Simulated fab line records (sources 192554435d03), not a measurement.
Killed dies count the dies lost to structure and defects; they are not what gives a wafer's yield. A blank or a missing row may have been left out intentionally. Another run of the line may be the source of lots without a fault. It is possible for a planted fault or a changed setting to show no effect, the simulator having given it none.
Comparing a struck lot with a sound one | flow n5_finfet | 16 steps out of a route of 1938
Sound: the wafers L147.2, L147.3, L147.4. Struck: wafers L151.2, L151.3. (L151.4 of the same lot was not struck and is left out.) The cause comes at the end.
Per side, at each step with rows, come the tool, then ch with its chambers, and then its first start. Under that, the readings that differ: sound wafers | struck wafers | difference of the means | sigmas: that difference in standard deviations of wafers without a fault.
alike: words and numbers the same on both sides, and readings whose means are apart by under 2 such deviations; not compared: readings that were withheld, readings missing a value for some wafer, numbers with overlapping values and no deviation given by the record, and bounds like >300 which may hide the same value.
Wherever a step has rows on one side only, a row that says differs or no value, or a row with sigmas, the two part there. Non-overlapping numbers with no deviation appear without sigmas and do not part them. A reading missing from all wafers of one side parts the sides only when that side holds two or more wafers.

N5_BEOL_M5_ALD_86: deposits TaN, pulse time 2 s, purge time 3 s, co reactant purge time 2 s.
  sound on ald_metal-01 ch 0,1,2, day 11 00:46; struck on ald_metal-01 ch 1,3, day 12 03:53
  alike: heater_power_outer_w, heater_power_w, precursor_vessel_carrier_sccm
N5_BEOL_M5_SURFACE_TREAT_87:
  struck on pvd_sputter-03, day 12 04:11; sound on pvd_sputter-02, day 11 01:00
  not compared: throttle_valve_pct
then, 3 steps without rows for these wafers: N5_BEOL_M5_CVD_47 (deposits Co from CCTBA/H2, target thk 3 nm, time 216 s); N5_BEOL_M5_SPUTTER_48 (material Cu, target thk 15 nm, time 27.62 s); N5_BEOL_M5_ANNEAL_49 (time 1800 s).
N5_BEOL_M5_SPUTTER_81: material Cu, target thk 15 nm, time 27.62 s.
  struck on pvd_sputter-02, day 12 05:32; sound on pvd_sputter-02, day 11 02:22
  alike: chuck_gas_flow_sccm, throttle_valve_pct
then, 4 steps without rows for these wafers: N5_BEOL_M5_ANNEAL_82 (time 1800 s); N5_BEOL_M5_SPUTTER_83 (material Cu, target thk 15 nm, time 27.62 s); N5_BEOL_M5_ANNEAL_84 (time 1800 s); N5_BEOL_M5_SPUTTER_88 (material Cu, target thk 15 nm, time 27.62 s).
N5_BEOL_M5_ANNEAL_89: time 1800 s.
  struck on pvd_sputter-02, day 12 07:47; sound on pvd_sputter-02, day 11 04:38
  alike: heater_power_w
N5_BEOL_M5_SPUTTER_90: material Cu, target thk 4.5 nm, time 8.29 s.
  struck on pvd_sputter-02, day 12 08:47; sound on pvd_sputter-02, day 11 05:38
  alike: chuck_gas_flow_sccm, throttle_valve_pct
N5_BEOL_M5_ECD_50: material Cu, target thk 300 nm.
  sound on ecd_cu-01 ch 0,1, day 11 05:45; struck on ecd_cu-02 ch 1, day 12 08:54
  reading                                | sound             | struck    | difference | sigmas
  model.Cu_of_BEOL_M5_ECD_50.thk_nm (nm) | 302.2 297.8 300.4 | 397.2 402 | +99.5      |
then, 1 step without rows for these wafers: N5_BEOL_M5_ANNEAL_51 (time 90 s).
N5_BEOL_M5_CMP_52: polishes, stops on SiCOH lowk, t overpolish 6.9 s, target thk 62 nm.
  sound on cmp-01 ch 0,2,3, day 11 06:11; struck on cmp-03 ch 0,1, day 12 09:17
  reading                | sound    | struck | difference | sigmas
  time_to_endpoint_s (s) | 62 58 60 | 81 82  | +22        | +6
  alike: motor_current_A
N5_BEOL_M5_THK_MEAS_53: measures by xrf.
  struck on film_metro-01, day 12 09:35; sound on film_metro-02, day 11 06:26
  alike: M5_THK

WHERE THEY PART
Only at N5_BEOL_M5_CMP_52, as far as this record shows. Later steps at which nothing parts them and some readings are alike: N5_BEOL_M5_THK_MEAS_53.

WHY: what the simulator had put in
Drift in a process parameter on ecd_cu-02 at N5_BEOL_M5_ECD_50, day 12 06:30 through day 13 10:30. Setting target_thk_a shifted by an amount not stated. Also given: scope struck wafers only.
